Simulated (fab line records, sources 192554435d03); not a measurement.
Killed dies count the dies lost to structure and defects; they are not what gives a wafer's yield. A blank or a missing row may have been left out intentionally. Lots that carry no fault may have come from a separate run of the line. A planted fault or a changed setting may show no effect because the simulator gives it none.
A lot that was struck, set against a sound lot    flow n5Finfet    15 out of 1938 route steps
Sound: these wafers, L605.1, L605.3, L605.5. The struck wafers were L611.1, L611.4, L611.5. The cause is given at the end.
At each step with rows: each side's tool, then ch and its chambers, then its first start. Under that, the readings that differ: sound wafers    struck wafers    difference of the means    sigmas: that difference in standard deviations of wafers without a fault.
alike: same words and numbers on both sides, and readings whose means sit less than 2 such deviations apart. not compared: any withheld reading, any reading some wafer has no value for, any bound like >300 that may hide the same value, and any number with overlapping values for which the record gives no deviation.
A row with sigmas, a row that says differs or no value, or rows on one side alone: a step with any of these is where the two part. Non-overlapping numbers with no deviation appear without sigmas and do not part them. A reading that every wafer of one side lacks parts them only if that side has two wafers or more.

N5_BEOL_M2_PRE_CLEAN_60: time 15 s.
  sound on cvdCo-01 ch 0,1,2, day 8 20:59; struck on cvdCo-02 ch 0,2, day 9 19:43
  alike: heaterPowerW
N5_BEOL_M2_CO_CAP_55: material Co, precursor CCTBA/H2, target thk 2 nm, time 102.1 s.
  sound on cvdCo-01 ch 0,1,2, day 8 21:01; struck on cvdCo-02 ch 0,2, day 9 19:46
  alike: chamberPressureTorr, heaterPowerW
then, 1 step without rows for these wafers: N5_BEOL_M2_PRE_CLEAN_56 (time 15 s).
N5_BEOL_M2_DEP_57: deposits SiCN from 3MS/NH3, target thk 8 nm, time 14 s.
  sound on pecvd-04 ch 1,2, day 8 21:08; struck on pecvd-03 ch 0,1, day 9 19:54
  alike: chamberPressureTorr, showerheadPlenumPTorr, throttleValvePct
N5_BEOL_M2_RS_MEAS_58: uses a four-point probe to measure.
  sound on filmMetro-02 at day 8 21:12; struck on filmMetro-01 at day 9 19:59
  alike: M2_RS
N5_BEOL_M2_INSPECT_59: inspects for defects (darkfield).
  sound on defectInspect-02 at day 8 21:14; struck on defectInspect-01 at day 9 20:01
  alike: rawDefectCount
then, 1 step without rows for these wafers: N5_BEOL_M3_ILD_DEP_00 (deposits SiOC from DEMS/O2, target thk 79 nm, time 15.3 s).
N5_BEOL_M3_THK_MEAS_01:
  sound on filmMetro-02 at day 8 21:20; struck on filmMetro-02 at day 9 20:07
  alike: M3_ILD_THK
N5_BEOL_M3_PECVD_72: deposits SiO2 from TEOS/O2, target thk 16 nm, time 18 s.
  sound on pecvd-03 ch 0,1,2, day 8 21:22; struck on pecvd-02 ch 0,1, day 9 20:09
  alike: chamberPressureTorr, heaterPowerW, showerheadPlenumPTorr, throttleValvePct
N5_BEOL_M3_HM_DEP_02: deposits TiN, target thk 20 nm.
  sound on pvdSputter-01 at day 8 21:26; struck on pvdSputter-03 at day 9 20:45
  alike: throttleValvePct
then, 2 steps without rows for these wafers: N5_BEOL_M3_COAT_61 (time 60 s, resist thk 60 nm); N5_BEOL_M3_COAT_62 (time 60 s, resist thk 12 nm).
N5_BEOL_M3_COAT_73: time 60 s, resist thk 5 nm.
  sound on lithoTrack-02 ch 0, day 8 21:34; struck on lithoTrack-02 ch 0, day 9 20:53
reading                sound                 struck                difference  sigmas
heaterPowerTotalW (W)  390.8 389.6 389.6     402.9 403.9 401.6     +12.8       +11
plateTempC (C)         204.76 204.93 204.64  209.28 209.40 209.39  +4.58       +25
  alike: chillPlateTempC
then, 1 step without rows for these wafers: N5_BEOL_M3_COAT_05 (resist thk 30 nm).
N5_BEOL_M4_RC_MEAS_101:
  sound on prober-02 ch 0, day 9 19:11; struck on prober-01 ch 0, day 11 09:58
reading         sound           struck          difference  sigmas
IOFF_P (nA/um)  0.27 0.22 0.21  0.15 0.17 0.15  -0.08       -2
VT_N (mV)       248 249 249     255 255 255     +6          +2
VT_P (mV)       -244 -245 -246  -257 -255 -255  -11         -3
  alike: DIBL_N, DIBL_P, IOFF_N, ION_N, ION_P, SS_N, SS_P

WHERE THEY PART
First at N5_BEOL_M3_COAT_73; last, within this record, at N5_BEOL_M4_RC_MEAS_101.

WHY: the cause the simulator had injected
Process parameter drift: lithoTrack-02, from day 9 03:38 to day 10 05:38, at N5_BEOL_M3_COAT_73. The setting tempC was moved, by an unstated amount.
